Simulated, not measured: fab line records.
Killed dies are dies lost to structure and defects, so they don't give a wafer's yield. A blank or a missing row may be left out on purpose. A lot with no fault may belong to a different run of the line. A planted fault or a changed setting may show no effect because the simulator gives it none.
Chamber matching / flow n5_finfet / N5_BEOL_M7_ALD_77 on ald_metal-01 has 4 sister chambers
The step deposits TaN, target thk 2 nm, pulse time 2 s, purge time 3 s. 24 wafers are shown with their chamber, then 12 later ones without.

## EACH WAFER AND ITS CHAMBER
wafer=L074.3; chamber=0; heater_power_w (W)=375
wafer=L074.5; chamber=0; heater_power_w (W)=382
wafer=L074.6; chamber=1; heater_power_w (W)=316
wafer=L076.1; chamber=3; heater_power_w (W)=404
wafer=L076.2; chamber=1; heater_power_w (W)=326
wafer=L076.6; chamber=1; heater_power_w (W)=318
wafer=L078.1; chamber=3; heater_power_w (W)=407
wafer=L078.3; chamber=2; heater_power_w (W)=423
wafer=L078.4; chamber=1; heater_power_w (W)=308
wafer=L080.3; chamber=2; heater_power_w (W)=425
wafer=L080.5; chamber=1; heater_power_w (W)=321
wafer=L080.6; chamber=0; heater_power_w (W)=379
wafer=L079.1; chamber=3; heater_power_w (W)=414
wafer=L079.3; chamber=1; heater_power_w (W)=325
wafer=L079.6; chamber=1; heater_power_w (W)=324
wafer=L085.1; chamber=1; heater_power_w (W)=327
wafer=L085.3; chamber=3; heater_power_w (W)=404
wafer=L085.6; chamber=1; heater_power_w (W)=318
wafer=L086.1; chamber=0; heater_power_w (W)=375
wafer=L086.3; chamber=1; heater_power_w (W)=318
wafer=L086.5; chamber=1; heater_power_w (W)=318
wafer=L091.1; chamber=1; heater_power_w (W)=311
wafer=L091.4; chamber=3; heater_power_w (W)=403
wafer=L091.6; chamber=1; heater_power_w (W)=324

SIGNATURES, as means of the wafers listed above
reading=heater_power_w; chamber 0=377.75; chamber 1=319.54; chamber 2=424.00; chamber 3=406.40; scatter within a chamber=5.08
Rule: a wafer lies at a distance from a chamber equal to the root of the sum of squares, over the readings, of (its reading less the chamber's mean, divided by the reading's scatter). If the next closest chamber is less than 2 further off than the closest, the wafer can't be placed; otherwise it belongs to the closest. How the scatter is found: for the shown wafers, subtract from each reading the mean of its chamber, square and add these, divide the total by (wafers less chambers), then take the root.

## WAFERS WITH NO CHAMBER GIVEN
wafer=L088.3; heater_power_w (W)=406
wafer=L088.5; heater_power_w (W)=412
wafer=L088.6; heater_power_w (W)=401
wafer=L092.2; heater_power_w (W)=388
wafer=L092.3; heater_power_w (W)=409
wafer=L092.6; heater_power_w (W)=317
wafer=L095.1; heater_power_w (W)=387
wafer=L095.4; heater_power_w (W)=380
wafer=L095.6; heater_power_w (W)=428
wafer=L096.1; heater_power_w (W)=398
wafer=L096.3; heater_power_w (W)=432
wafer=L096.4; heater_power_w (W)=377

## WHICH CHAMBER EACH ONE RAN IN
wafer=L088.3; from the rows above=3; in truth=3
wafer=L088.5; from the rows above=can't be placed: 3 or 2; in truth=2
wafer=L088.6; from the rows above=3; in truth=3
wafer=L092.2; from the rows above=can't be placed: 0 or 3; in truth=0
wafer=L092.3; from the rows above=3; in truth=3
wafer=L092.6; from the rows above=1; in truth=1
wafer=L095.1; from the rows above=can't be placed: 0 or 3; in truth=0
wafer=L095.4; from the rows above=0; in truth=0
wafer=L095.6; from the rows above=2; in truth=2
wafer=L096.1; from the rows above=3; in truth=3
wafer=L096.3; from the rows above=2; in truth=2
wafer=L096.4; from the rows above=0; in truth=0
Correct placement for 9 of the 12. Can't be placed from these rows: 3 (the true chamber is among the candidates in 3). Placed wrongly: 0.
